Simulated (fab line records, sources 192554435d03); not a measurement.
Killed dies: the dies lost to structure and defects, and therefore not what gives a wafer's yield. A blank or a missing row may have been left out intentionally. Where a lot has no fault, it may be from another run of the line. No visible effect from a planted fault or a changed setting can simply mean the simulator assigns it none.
fab line records	flow n5_finfet
[record] lots = 8	wafers = 24	last_day = 18
route steps=1938 shown DUMMY_GATE@241 SD_EPI_N@274 BEOL_M4@1111 PASSIVATION@1936
lots that met no fault: from a run of the same line without faults
start_h: the number of hours between the record's first day and the start of the first shown wafer of the lot	wait_h: hours from the lot's prior step to this one	" identical to the entry in the row above	L1.1+2: several wafers, shown together as one row	- no value, or no start given	* or withheld: withheld	< > ~ a bound
route shown NAME@n: names a module that has steps shown in the file, with the first one's number in the route	usual: average and standard deviation across the fault-free wafers	same: alike in all rows	chamber/n: place in a boat	sites: each site's reading	_std_site: how widely they spread, as a standard deviation	_edge_site: mean of outer sites minus mean of inner sites	radius_mm: how far each site lies from the wafer's centre	mask NAME#n: copy n	behind: tool/chamber where the wafer was last shaped	hold: the reason the lot was held/the length of the hold in hours/how it ended	device: transistor that didn't switch, given as n, p or np	end of line: at the end of the route, the tests of the same wafers	where a step has no rows: the recipe by itself	killed: count of dies lost to structure and defects at first sort (not the wafer's yield)	map: a wafer's dies, marking killed ones x, the rest . and places with no die _
set.NAME: the setting as run; set.NAME@STEP: as run at that earlier step	model.NAME: the simulator's own value behind a step, which no gauge read
a sample of lots followed through the steps of the route, with each step as a table and each wafer as a row
services: a tool's chamber out of use, with start hour (start_h, from the record's first day; less than 0 if before it), hours out, and reason
[[steps]]
[step N5_DUMMY_GATE_STRIP_40]
[recipe] chemistry = CF4	resist = SiARC	power_w = 300	bias_power_w = 75	pressure_mtorr = 50	cf4_flow_sccm = 150	rf_frequency_hz = 6e+07
[usual] drypump_motor_current_A = 5.6/0.72	oes_product_au = 0.75/0.066	rf_vpp_V = 271.1/1.7	showerhead_plenum_p_Torr = 1.80/0.065	throttle_valve_pct = 13.71/0.21
lot.wafer	tool	chamber	start_h	wait_h	drypump_motor_current_A	oes_product_au	rf_hours_counter_h	rf_vpp_V	showerhead_plenum_p_Torr	throttle_valve_pct
L976.1	rie_diel-05	3	70.70	0.4	5.0	0.66	241	268.1	1.70	13.97
L976.3	"	1	"	"	6.7	0.77	120	269.3	1.73	13.60
L976.5	"	0	"	"	6.7	0.72	-	269.0	1.72	13.90
L978.2	rie_diel-05	2	81.60	0.2	5.3	0.72	178	271.9	1.86	13.66
L978.3	"	1	"	"	6.7	0.76	125	268.3	1.72	13.60
L978.4	"	0	"	"	6.7	0.72	169	270.1	1.71	13.90
L980.2	rie_diel-05	2	93.24	0.1	5.3	0.72	182	273.1	1.85	13.65
L980.3	"	3	"	"	4.9	0.65	250	268.8	1.70	14.00
L980.4	"	0	"	"	6.7	0.72	174	270.5	1.71	13.93
L983.2	rie_diel-06	0	116.74	0.2	6.4	0.84	53	274.2	1.88	13.25
L983.4	"	3	"	"	5.4	0.74	156	270.5	1.78	13.61
L983.6	"	1	"	"	5.4	0.74	-	270.9	1.79	13.70
L984.3	rie_diel-01	2	127.93	0.2	5.5	0.77	133	272.7	1.80	13.75
L984.4	"	1	"	"	5.2	0.69	208	274.6	1.86	13.67
L984.5	"	3	"	"	4.7	0.71	-	269.3	1.78	13.86
L986.2	rie_diel-05	3	134.13	0.2	5.0	0.95	4	272.4	1.90	13.43
L986.3	"	1	"	"	6.7	0.74	144	269.7	1.72	13.65
L986.5	"	0	"	"	6.7	0.70	-	269.1	1.71	13.94
L988.1	rie_diel-01	3	142.97	0.1	4.7	0.71	213	270.1	1.77	13.89
L988.3	"	1	"	"	5.2	0.69	214	272.3	1.85	13.68
L988.6	"	1	"	"	5.2	0.68	-	271.2	1.85	13.67
L992.3	rie_diel-06	3	167.44	0.2	5.4	0.73	176	269.5	1.78	13.67
L992.4	"	1	"	"	5.4	0.72	187	270.8	1.79	13.74
L992.5	"	1	"	"	5.4	0.72	-	272.3	1.79	13.75
[step N5_DUMMY_GATE_HM_OPEN_21]
[recipe] chemistry = CH3F/O2	target = SiNx	target_depth_a = 1200	Ar_flow_sccm = 150	CH3F_flow_sccm = 30	O2_flow_sccm = 23	time_s = 171.4	pressure_mtorr = 30	source_w = 395	bias_w = 73	ion_energy_ev = 120.7
[usual] drypump_motor_current_A = 5.7/0.69	oes_product_au = 0.75/0.069	rf_vpp_V = 300/5.8	showerhead_plenum_p_Torr = 2.03/0.072	throttle_valve_pct = 16.59/0.21
lot.wafer	tool	chamber	start_h	wait_h	drypump_motor_current_A	oes_product_au	rf_hours_counter_h	rf_vpp_V	showerhead_plenum_p_Torr	throttle_valve_pct
L976.1	rie_diel-01	1	70.89	0.0	5.2	0.72	191	302	2.10	16.47
L976.3	"	0	"	"	5.0	0.80	123	313	2.11	16.63
L976.5	"	1	"	"	5.2	0.71	-	304	2.10	16.47
L978.2	rie_diel-05	2	81.79	0.0	5.3	0.72	178	300	2.10	16.55
L978.3	"	3	"	"	4.9	0.65	245	291	1.90	16.80
L978.4	"	0	"	"	6.7	0.73	169	303	1.94	16.85
L980.2	rie_diel-05	1	93.42	0.0	6.7	0.75	130	292	1.96	16.63
L980.3	"	2	"	"	5.3	0.72	182	299	2.10	16.55
L980.4	"	3	"	"	4.9	0.64	250	291	1.90	16.81
L983.2	rie_diel-05	2	117.14	0.0	5.3	0.70	191	300	2.10	16.55
L983.4	"	1	"	"	6.7	0.74	-	292	1.96	16.66
L983.6	"	2	"	"	5.3	0.71	-	299	2.10	16.57
L984.3	rie_diel-06	0	128.11	0.0	6.4	0.85	55	296	2.12	16.14
L984.4	"	0	"	"	6.4	0.85	-	296	2.12	16.12
L984.5	"	1	"	"	5.4	0.74	-	300	2.01	16.53
L986.2	rie_diel-05	1	134.39	0.0	6.7	0.75	144	292	1.96	16.68
L986.3	"	0	"	"	6.7	0.71	188	303	1.93	16.89
L986.5	"	3	"	"	4.9	0.96	-	298	2.15	16.33
L988.1	rie_diel-05	2	143.30	0.0	5.3	0.70	199	299	2.10	16.58
L988.3	"	3	"	"	4.9	0.96	6	294	2.14	16.35
L988.6	"	1	"	"	6.7	0.75	-	293	1.95	16.66
L992.3	rie_diel-06	2	167.65	0.0	6.5	0.94	6	296	1.99	16.09
L992.4	"	0	"	"	6.4	0.83	72	295	2.12	16.17
L992.5	"	0	"	"	6.4	0.83	-	294	2.12	16.17
[step N5_SD_EPI_N_ETCH_34]
[recipe] chemistry = CF4	target = SiARC	target_depth_a = 455	mask_material = CAR-ArF-block	time_s = 75.8	ion_energy_ev = 80	pressure_mtorr = 40	source_w = 545	bias_w = 36	Ar_flow_sccm = 100	cf4_flow_sccm = 100	ends = cleared
[usual] drypump_motor_current_A = 5.9/0.44	etch_rf_on_time_s = 75.5/2.5	oes_product_au = 0.70/0.081	rf_fwd_power_W = 539.5/2.1	rf_vpp_V = 184.1/1.3	showerhead_plenum_p_Torr = 2.14/0.08	throttle_valve_pct = 15.60/0.25
lot.wafer	tool	chamber	start_h	wait_h	drypump_motor_current_A	etch_rf_on_time_s	oes_product_au	rf_fwd_power_W	rf_hours_counter_h	rf_vpp_V	showerhead_plenum_p_Torr	throttle_valve_pct
L976.1	rie_diel-03	0	72.68	0.0	5.7	75.3	0.62	539.3	201	182.7	2.05	15.84
L976.3	"	1	"	"	5.9	76.9	0.79	538.2	12	185.9	2.21	15.82
L976.5	"	2	"	"	5.1	79.9	0.62	538.4	-	183.4	2.14	15.54
L978.2	rie_diel-03	1	83.64	0.0	5.9	77.0	0.78	536.6	16	185.3	2.21	15.81
L978.3	"	3	"	"	5.4	75.0	0.81	538.3	4	185.6	2.27	15.18
L978.4	"	0	"	"	5.7	74.8	0.62	534.6	204	183.4	2.05	15.84
L980.2	rie_diel-04	1	96.67	0.0	6.3	74.5	0.80	543.3	28	184.1	2.19	15.59
L980.3	"	3	"	"	5.3	72.0	0.80	542.5	15	183.5	2.10	15.22
L980.4	"	3	"	"	5.3	72.5	0.81	540.4	-	183.8	2.10	15.20
L983.2	rie_diel-03	1	119.69	0.0	5.9	77.6	0.75	542.5	30	185.0	2.20	15.85
L983.4	"	3	"	"	5.4	76.7	0.76	535.2	19	184.6	2.26	15.22
L983.6	"	0	"	"	5.7	75.4	0.61	539.6	-	183.3	2.04	15.87
L984.3	rie_diel-03	3	130.87	0.0	5.4	76.4	0.76	537.4	23	185.4	2.26	15.20
L984.4	"	2	"	"	5.1	80.4	0.61	536.5	175	184.6	2.13	15.57
L984.5	"	3	"	"	5.4	76.7	0.76	536.9	-	186.7	2.26	15.22
L986.2	rie_diel-04	2	136.58	0.0	6.3	76.6	0.61	541.4	202	183.2	2.04	16.09
L986.3	"	3	"	"	5.3	71.9	0.78	543.2	30	182.4	2.09	15.25
L986.5	"	0	"	"	6.2	74.7	0.82	537.2	-	182.8	2.11	15.31
L988.1	rie_diel-04	1	145.06	0.0	6.3	73.8	0.77	537.6	42	184.2	2.19	15.63
L988.3	"	0	"	"	6.3	74.1	0.82	536.4	13	184.8	2.11	15.32
L988.6	"	0	"	"	6.3	74.8	0.82	536.9	-	182.8	2.11	15.31
L992.3	rie_diel-02	0	171.33	0.0	6.4	78.0	0.62	537.3	176	182.9	2.05	15.77
L992.4	"	3	"	"	6.3	77.3	0.75	536.6	-	183.7	2.17	15.51
L992.5	"	0	"	"	6.4	77.7	0.62	539.2	-	183.9	2.05	15.76
[step N5_SD_EPI_N_ETCH_35]
[recipe] chemistry = N2/H2	target = SOC	overetch_a = 1080	mask_material = SiARC	temp_c = 40	ion_energy_ev = 100	source_w = 3000	bias_w = 133	pressure_mtorr = 20	time_s = 486	n2_flow_sccm = 200	h2_flow_sccm = 200
[usual] drypump_motor_current_A = 5.9/0.44	h2_flow_sccm = 199.9/0.55	oes_product_au = 0.73/0.079	rf_fwd_power_W = 2997/9.4	rf_vpp_V = 240.5/1.5	showerhead_plenum_p_Torr = 2.53/0.1	throttle_valve_pct = 23.79/0.29
lot.wafer	tool	chamber	start_h	wait_h	drypump_motor_current_A	h2_flow_sccm	oes_product_au	rf_fwd_power_W	rf_hours_counter_h	rf_vpp_V	showerhead_plenum_p_Torr	throttle_valve_pct
L976.1	rie_diel-03	0	72.74	0.0	5.7	199.4	0.64	2996	201	238.0	2.40	23.84
L976.3	"	1	"	"	5.9	199.1	0.83	2993	12	242.3	2.58	23.61
L976.5	"	2	"	"	5.1	199.8	0.67	2996	-	241.5	2.55	24.11
L978.2	rie_diel-03	1	83.69	0.0	5.9	200.2	0.82	3001	16	241.5	2.58	23.63
L978.3	"	3	"	"	5.4	200.2	0.85	2993	4	242.2	2.72	23.53
L978.4	"	0	"	"	5.7	200.3	0.65	2991	204	239.6	2.40	23.85
L980.2	rie_diel-04	1	96.72	0.0	6.3	200.1	0.81	2997	28	240.2	2.59	23.61
L980.3	"	3	"	"	5.3	199.7	0.82	2999	15	240.6	2.48	23.25
L980.4	"	3	"	"	5.3	199.7	0.81	2983	-	240.9	2.48	23.24
L983.2	rie_diel-03	1	119.75	0.0	5.9	198.9	0.80	2992	30	241.5	2.57	23.63
L983.4	"	3	"	"	5.4	200.2	0.79	2273	19	266.2	2.71	23.55
L983.6	"	0	"	"	5.7	199.7	0.64	2970	-	238.3	2.39	23.85
L984.3	rie_diel-03	3	130.92	0.0	5.4	199.4	0.77	2265	23	266.8	2.71	23.54
L984.4	"	2	"	"	5.1	200.1	0.66	2994	176	240.5	2.55	24.13
L984.5	"	3	"	"	5.4	200.0	0.77	2261	-	266.4	2.71	23.55
L986.2	rie_diel-04	2	136.64	0.0	6.3	200.2	0.64	3001	202	238.4	2.41	24.06
L986.3	"	3	"	"	5.3	200.2	0.78	3016	30	239.9	2.47	23.26
L986.5	"	0	"	"	6.3	200.4	0.84	2997	-	240.7	2.48	23.33
L988.1	rie_diel-04	1	145.12	0.0	6.3	200.7	0.80	3003	42	241.3	2.58	23.63
L988.3	"	0	"	"	6.3	200.4	0.84	3000	13	240.0	2.48	23.33
L988.6	"	0	"	"	6.3	200.3	0.84	2999	-	238.5	2.48	23.33
L992.3	rie_diel-02	0	171.38	0.0	6.4	199.0	0.65	3007	176	240.1	2.43	24.12
L992.4	"	3	"	"	6.3	199.9	0.78	2997	-	240.4	2.60	24.14
L992.5	"	0	"	"	6.4	200.2	0.65	3010	-	238.9	2.43	24.12
[step N5_SD_EPI_N_ETCHBACK_44]
[recipe] chemistry = CH3F/O2	mode = anisotropic_etchback	target = SiNx	target_depth_a = 145	stop_on = SiO2	over_etch_frac = 0.3	ion_energy_ev = 120	pressure_mtorr = 30	source_w = 395	bias_w = 73	Ar_flow_sccm = 150	CH3F_flow_sccm = 30	O2_flow_sccm = 20
[usual] drypump_motor_current_A = 5.9/0.44	oes_product_au = 0.70/0.075	rf_vpp_V = 300/6.2	showerhead_plenum_p_Torr = 2.00/0.081	throttle_valve_pct = 16.34/0.24
lot.wafer	tool	chamber	start_h	wait_h	drypump_motor_current_A	oes_product_au	rf_hours_counter_h	rf_vpp_V	showerhead_plenum_p_Torr	throttle_valve_pct
L976.1	rie_diel-03	0	73.06	0.0	5.7	0.61	201	289	1.90	16.50
L976.3	"	1	"	"	5.9	0.79	13	296	2.06	16.53
L976.5	"	2	"	"	5.1	0.64	-	307	2.00	16.35
L978.2	rie_diel-03	1	84.02	0.0	5.9	0.79	16	296	2.06	16.53
L978.3	"	3	"	"	5.4	0.81	4	309	2.12	15.92
L978.4	"	0	"	"	5.7	0.61	204	291	1.89	16.50
L980.2	rie_diel-04	1	97.05	0.0	6.3	0.78	28	295	2.06	16.35
L980.3	"	3	"	"	5.3	0.78	15	293	1.96	15.95
L980.4	"	3	"	"	5.3	0.78	-	292	1.96	15.97
L983.2	rie_diel-03	1	120.07	0.0	5.9	0.76	30	296	2.05	16.57
L983.4	"	3	"	"	5.4	0.54	19	307	2.12	15.92
L983.6	"	0	"	"	5.7	0.62	-	292	1.89	16.51
L984.3	rie_diel-03	3	131.25	0.0	5.4	0.46	23	307	2.12	15.94
L984.4	"	2	"	"	5.1	0.63	176	305	2.00	16.37
L984.5	"	3	"	"	5.4	0.49	-	309	2.12	15.94
L986.2	rie_diel-04	2	136.96	0.0	6.3	0.61	202	301	1.90	16.79
L986.3	"	3	"	"	5.3	0.75	30	293	1.95	16.00
L986.5	"	0	"	"	6.2	0.81	-	302	1.96	15.97
L988.1	rie_diel-04	1	145.45	0.0	6.3	0.76	42	294	2.05	16.37
L988.3	"	0	"	"	6.3	0.80	13	302	1.96	15.99
L988.6	"	0	"	"	6.3	0.80	-	300	1.96	15.98
L992.3	rie_diel-02	0	171.71	0.0	6.4	0.62	177	307	1.91	16.52
L992.4	"	3	"	"	6.3	0.76	-	298	2.04	16.30
L992.5	"	0	"	"	6.4	0.62	-	306	1.91	16.51
[step N5_BEOL_M4_RC_MEAS_101]
[usual] DIBL_N = 36.3/1.9	DIBL_P = 36.0/2.1	IOFF_N = 0.16/0.031	IOFF_P = 0.21/0.035	ION_N = 675/14	ION_P = 464/8.5	SS_N = 71.5/0.6	SS_P = 73.3/0.72	VT_N = 250/3.2	VT_P = -250/3.1
lot.wafer	tool	chamber	start_h	wait_h	DIBL_N[mV/V]	DIBL_P[mV/V]	IOFF_N[nA/um]	IOFF_P[nA/um]	ION_N[uA/um]	ION_P[uA/um]	SS_N[mV/dec]	SS_P[mV/dec]	VT_N[mV]	VT_P[mV]
L976.1	prober-02	0	186.04	0.0	36.8	36.4	0.15	0.20	654	452	72.1	73.0	254	-254
L976.3	"	0	"	"	35.1	34.4	0.13	0.18	664	455	70.7	72.6	253	-253
L976.5	"	0	"	"	34.9	34.6	0.13	0.18	668	459	71.4	73.1	253	-253
L978.2	prober-02	0	198.42	0.2	39.9	40.2	0.22	0.26	692	471	72.2	75.1	247	-246
L978.3	"	0	"	"	38.3	37.8	0.18	0.23	689	473	71.7	73.6	247	-246
L978.4	"	0	"	"	37.1	35.9	0.17	0.21	701	477	71.5	74.6	246	-248
L980.2	prober-01	0	202.23	0.2	33.6	31.7	0.10	0.16	667	464	70.8	71.8	257	-254
L980.3	"	0	"	"	36.4	35.0	0.14	0.21	675	462	72.4	72.9	252	-248
L980.4	"	0	"	"	35.0	34.1	0.12	0.20	663	462	70.9	72.1	255	-249
L986.2	prober-01	0	285.25	0.2	37.7	35.8	0.17	0.22	691	473	72.6	73.5	248	-246
L986.3	"	0	"	"	36.4	34.5	0.15	0.19	675	462	72.1	72.9	250	-251
L986.5	"	0	"	"	37.2	34.4	0.16	0.19	676	460	72.3	72.9	251	-251
L992.3	prober-01	0	289.68	0.3	35.2	36.5	0.14	0.17	678	458	70.4	72.9	248	-257
L992.4	"	0	"	"	35.7	36.8	0.16	0.18	681	457	71.7	73.2	248	-254
L992.5	"	0	"	"	37.2	39.7	0.19	0.22	698	471	72.5	73.5	246	-250
L988.1	prober-02	0	295.30	0.0	39.3	40.2	0.22	0.29	696	484	72.3	74.4	246	-245
L988.3	"	0	"	"	36.0	35.6	0.15	0.19	694	475	70.8	73.4	249	-251
L988.6	"	0	"	"	36.2	36.0	0.15	0.20	686	472	71.5	73.3	249	-252
L983.2	prober-01	0	295.61	0.2	38.0	36.9	0.18	0.25	688	464	71.5	73.6	248	-250
L983.6	"	0	"	"	36.5	34.7	0.15	0.21	667	458	71.7	72.7	251	-250
L984.4	prober-01	0	327.12	0.5	35.6	35.3	0.16	0.23	681	468	71.7	72.9	247	-249
[step N5_PASSIVATION_PROBE_49]
[usual] defect_limited_yield = 91.0/1.5	killed_at_M0_to_M3 = 32/9.6	killed_at_M4_up = 13/4.7	killed_at_contacts = 13/7.2	killed_at_front_end = 44/13	killed_at_other = 4/3.4	killed_dies = 106/18	killed_on_rim = 14/4.2	killed_open = 70/13	killed_short = 35/8	sort_bin_5_function = 5.3/0.97	sort_bin_6_memory = 3.4/0.73	sort_n_pass = 1074/18	sort_yield_pct = 91.0/1.5
[same] gross_dies = 1180	killed_at_back_side = 0	sort_bin_4_leakage[%] = 0	sort_bin_8_speed[%] = 0
lot.wafer	tool	chamber	start_h	wait_h	defect_limited_yield[%]	killed_at_M0_to_M3	killed_at_M4_up	killed_at_contacts	killed_at_front_end	killed_at_other	killed_dies	killed_on_rim	killed_open	killed_short	sort_bin_5_function[%]	sort_bin_6_memory[%]	sort_n_pass	sort_yield_pct[%]
L978.3	prober-02	-	279.66	0.1	91.3	21	14	12	47	9	103	13	67	35	4.3	4.1	1077	91.3
L983.2	prober-01	-	402.45	0.1	87.9	35	13	5	90	0	143	16	104	37	8.1	3.6	1037	87.9
L983.4	prober-01	-	402.55	0.2	9.7	29	18	7	1011	0	1065	108	98	40	85.7	4.2	115	9.7
L983.6	prober-01	-	402.65	0.3	87.6	50	13	13	70	0	146	20	99	44	6.5	4.9	1034	87.6
L984.3	prober-02	-	442.20	0.1	2.4	23	21	21	1084	3	1152	147	85	29	93.8	3.7	28	2.4
L984.4	prober-02	-	442.25	0.2	90.8	30	20	16	40	3	109	14	82	26	5.3	3.6	1071	90.8
L984.5	prober-02	-	442.30	0.2	5.5	41	17	43	1014	0	1115	114	86	41	89.7	4.2	65	5.5
// killed by level:class
L978.3 STI_FIN_REVEAL:geometric_particle:open=10 MOL_CONTACT_COAG:geometric_particle:open=8 FIN_SAQP:geometric_particle:open=7 GATE_CUT:geometric_particle:short=5 GATE_CUT:geometric_particle:open=5 BEOL_M0_SAQP:geometric_particle:open=5 BEOL_M0_SAQP:geometric_particle:short=5 FIN_SAQP:geometric_particle:short=4
L983.2 FIN_SAQP:geometric_particle:open=30 STI_FIN_REVEAL:geometric_particle:open=18 BEOL_M0_SAQP:geometric_particle:open=16 FIN_SAQP:geometric_particle:short=12 BEOL_M1:geometric_particle:open=9 BEOL_M4:geometric_particle:open=7 DUMMY_GATE:geometric_particle:open=5 BEOL_M0_SAQP:geometric_particle:short=5
L983.4 SD_EPI_N:area_etch=924 FIN_SAQP:geometric_particle:open=19 DUMMY_GATE:geometric_particle:open=17 STI_FIN_REVEAL:geometric_particle:open=15 FIN_SAQP:geometric_particle:short=14 BEOL_M4:geometric_particle:open=10 BEOL_M0_SAQP:geometric_particle:open=9 GATE_CUT:geometric_particle:short=5
L983.6 STI_FIN_REVEAL:geometric_particle:open=21 BEOL_M0_SAQP:geometric_particle:short=19 FIN_SAQP:geometric_particle:open=17 BEOL_M0_SAQP:geometric_particle:open=13 MOL_CONTACT_COAG:geometric_particle:open=11 FIN_SAQP:geometric_particle:short=8 BEOL_M4:geometric_particle:open=8 BEOL_M1:geometric_particle:open=6
L984.3 SD_EPI_N:area_etch=1038 FIN_SAQP:geometric_particle:open=20 MOL_CONTACT_COAG:geometric_particle:open=17 BEOL_M4:geometric_particle:open=9 BEOL_M1:geometric_particle:open=6 BEOL_M5:geometric_particle:open=6 GATE_CUT:geometric_particle:short=5 FIN_SAQP:geometric_particle:short=4
L984.4 MOL_CONTACT_COAG:geometric_particle:open=13 BEOL_M4:geometric_particle:open=13 FIN_SAQP:geometric_particle:open=12 STI_FIN_REVEAL:geometric_particle:open=7 BEOL_M3:geometric_particle:open=6 BEOL_M0:geometric_particle:open=5 DUMMY_GATE:geometric_particle:open=5 BEOL_M1:geometric_particle:open=5
L984.5 SD_EPI_N:area_etch=985 MOL_CONTACT_COAG:geometric_particle:open=34 BEOL_M0_SAQP:geometric_particle:short=11 MOL_CONTACT_COAG:geometric_particle:short=9 BEOL_M1:geometric_particle:open=9 FIN_SAQP:geometric_particle:open=7 BEOL_M4:geometric_particle:open=7 BEOL_M0_SAQP:geometric_particle:open=6
[[services]]
tool	chamber	start_h	hours	kind
rie_diel-03	1	50.89	8.8	repair
rie_diel-05	-	61.74	0.4	repair
rie_diel-06	-	78.44	14.6	pm
rie_diel-04	0	82.80	-	clean
rie_diel-04	0	82.80	-	consumable_replace:focus_ring
rie_diel-04	0	82.80	22.1	scheduled_down
rie_diel-04	0	82.80	22.1	vent_cycle
rie_diel-05	3	93.56	-	clean
rie_diel-05	3	93.56	-	consumable_replace:focus_ring
rie_diel-05	3	93.56	-	consumable_replace:showerhead
rie_diel-05	3	93.56	27.5	scheduled_down
rie_diel-05	3	93.56	27.5	vent_cycle
rie_diel-04	1	98.25	7.9	repair
rie_diel-04	-	101.94	0.2	repair
rie_diel-03	2	103.38	6.4	repair
rie_diel-03	0	107.48	11.9	repair
rie_diel-04	0	111.02	1.2	repair
rie_diel-06	2	128.02	-	clean
rie_diel-06	2	128.02	-	consumable_replace:focus_ring
rie_diel-06	2	128.02	22.3	scheduled_down
rie_diel-04	-	153.03	28.1	pm
rie_diel-02	1	162.01	21.4	repair
rie_diel-05	2	167.42	14.2	repair
rie_diel-06	-	168.33	28.1	pm
[[key]]
[first_sign] step = N5_SD_EPI_N_ETCH_35	reading = rf_fwd_power_W	direction = down	sigmas = 78	usual = *	struck = *
[effect] step = N5_SD_EPI_N_ETCH_35	reading = rf_vpp_V	direction = up	sigmas = 17	usual = 240.5	struck = 266.5
[effect] step = N5_SD_EPI_N_ETCHBACK_44	reading = oes_product_au	direction = down	sigmas = 2.7	usual = 0.70	struck = 0.50
[effect] step = N5_PASSIVATION_PROBE_49	reading = sort_bin_5_function	direction = up	sigmas = 87	usual = 5.3	struck = 89.7
[more_kills_born_at] N5_SD_EPI_N_ETCH_35@rie_diel-03 = 2947
met_at N5_SD_EPI_N_ETCH_35
struck_lots L983,L984
struck_wafers L983.4,L984.3,L984.5
later_rows_left_out L983.4,L984.3,L984.5
not_acting_at N5_DUMMY_GATE_STRIP_40,N5_DUMMY_GATE_HM_OPEN_21,N5_SD_EPI_N_ETCH_34
onset_between 83.69 119.75
[fault] kind = process_parameter_drift	tool = rie_diel-03	chamber = 3	onset_h = 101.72	steps = N5_SD_EPI_N_ETCH_35	channel = source_w	offset = -720	shape = step	end_h = 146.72	acts_in = these_recipes_only	stated = 3000
// later_rows_left_out: the simulator's readings of these wafers behind a module that went badly wrong aren't trusted and aren't shown, but for the sort
